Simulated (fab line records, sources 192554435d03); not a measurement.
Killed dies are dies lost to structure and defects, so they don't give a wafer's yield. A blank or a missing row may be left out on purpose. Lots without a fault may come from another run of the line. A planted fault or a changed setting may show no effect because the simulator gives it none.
One fault seen from 2 desks | flow n5_finfet | each desk has only its own numbers; what lay behind them comes last

THE METROLOGY DESK
What the gauges read, lot by lot, whatever tool the lot ran on: means of the sampled wafers that have a number. A lot is out of limits, marked OUT, if its mean lies more than 4 standard deviations from the usual mean; the brackets give that distance. Of its 10 readings 7 are shown: those that lie furthest out on some lot.
Columns: A = DIBL_N at N5_BEOL_M4_RC_MEAS_101, usual 35.8 mV/V; B = DIBL_P at N5_BEOL_M4_RC_MEAS_101, usual 36.0 mV/V; C = ION_N at N5_BEOL_M4_RC_MEAS_101, usual 673 uA/um; D = ION_P at N5_BEOL_M4_RC_MEAS_101, usual 463 uA/um; E = SS_N at N5_BEOL_M4_RC_MEAS_101, usual 71.5 mV/dec; F = SS_P at N5_BEOL_M4_RC_MEAS_101, usual 73.2 mV/dec; G = VT_P at N5_BEOL_M4_RC_MEAS_101, usual -250 mV
lot  | first seen here | A    | B    | C   | D   | E    | F    | G
L277 | day 7 18:14     | 37.0 | 36.2 | 669 | 462 | 71.4 | 72.6 | -251
L279 | day 8 18:42     | 35.4 | 34.8 | 659 | 455 | 71.4 | 72.7 | -253
L281 | day 9 16:43     | 37.7 | 37.2 | 671 | 465 | 71.5 | 73.2 | -249
L286 | day 9 21:20     | 34.9 | 35.8 | 679 | 472 | 71.9 | 72.9 | -245
L284 | day 10 04:25    | 37.6 | 37.8 | 680 | 465 | 72.4 | 73.2 | -250
L294 | day 12 13:26    | 33.8 | 33.5 | 668 | 459 | 70.7 | 72.5 | -252
L295 | day 12 16:59    | 34.6 | 34.3 | 669 | 459 | 70.5 | 72.8 | -251
L297 | day 13 10:53    | 36.4 | 37.5 | 678 | 464 | 72.1 | 74.0 | -250
L298 | day 13 18:34    | 36.2 | 36.0 | 684 | 472 | 71.8 | 73.1 | -248
L299 | day 14 02:12    | 36.9 | 37.0 | 673 | 460 | 71.6 | 73.4 | -251
This desk's finding: nothing out of limits on any of the 10 lots.

THE TOOL OWNER'S DESK: rie_diel-04
The tool's own readings at N5_BEOL_M0_STRIP_104 (strips in N2/H2): means of the sampled wafers that have a number, for each lot that ran on this tool. A lot is out of limits, marked OUT, if its mean lies more than 4 standard deviations from the usual mean; the brackets give that distance.
Columns: A = drypump_motor_current_A at N5_BEOL_M0_STRIP_104, usual 5.9 A; B = oes_product_au at N5_BEOL_M0_STRIP_104, usual 0.80 a.u.; C = power_w at N5_BEOL_M0_STRIP_104, usual 449.9 W; D = rf_vpp_V at N5_BEOL_M0_STRIP_104, usual 59.2 V; E = showerhead_plenum_p_Torr at N5_BEOL_M0_STRIP_104, usual 2.55 Torr; F = throttle_valve_pct at N5_BEOL_M0_STRIP_104, usual 23.56 %
lot  | first seen here | A   | B    | C               | D    | E    | F
L279 | day 6 18:23     | 6.2 | 0.86 | 449.1           | 58.2 | 2.53 | 23.58
L284 | day 7 15:51     | 6.6 | 0.68 | 449.6           | 59.5 | 2.44 | 23.79
L286 | day 8 04:17     | 6.1 | 0.68 | 449.9           | 59.6 | 2.46 | 23.46
L295 | day 10 09:38    | 6.5 | 0.91 | 429.8 (-17) OUT | 61.3 | 2.60 | 23.49
L297 | day 11 01:39    | 6.3 | 0.91 | 419.4 (-25) OUT | 59.9 | 2.53 | 23.39
This desk's finding: out of limits on L295, L297; first on L295, day 10 09:38 (power_w at N5_BEOL_M0_STRIP_104). In limits: L279, L284, L286.

PUT TOGETHER
The tool owner's desk could have raised an alarm at day 10 09:38, on L295, L297.
The metrology desk saw nothing out of limits.
The metrology desk has L295, L297 on record, within its limits.
Of the lots named, all ran N5_BEOL_M0_STRIP_104 on rie_diel-04.

WHAT THE SIMULATOR HAD PUT IN
Process parameter drift: rie_diel-04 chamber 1, from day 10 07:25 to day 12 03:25, at N5_BEOL_M0_STRIP_104. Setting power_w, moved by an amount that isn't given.
Lots struck among those shown: L295, L297.
Hours from the fault's start to each desk's first reading out of limits: the tool owner's desk, 2.
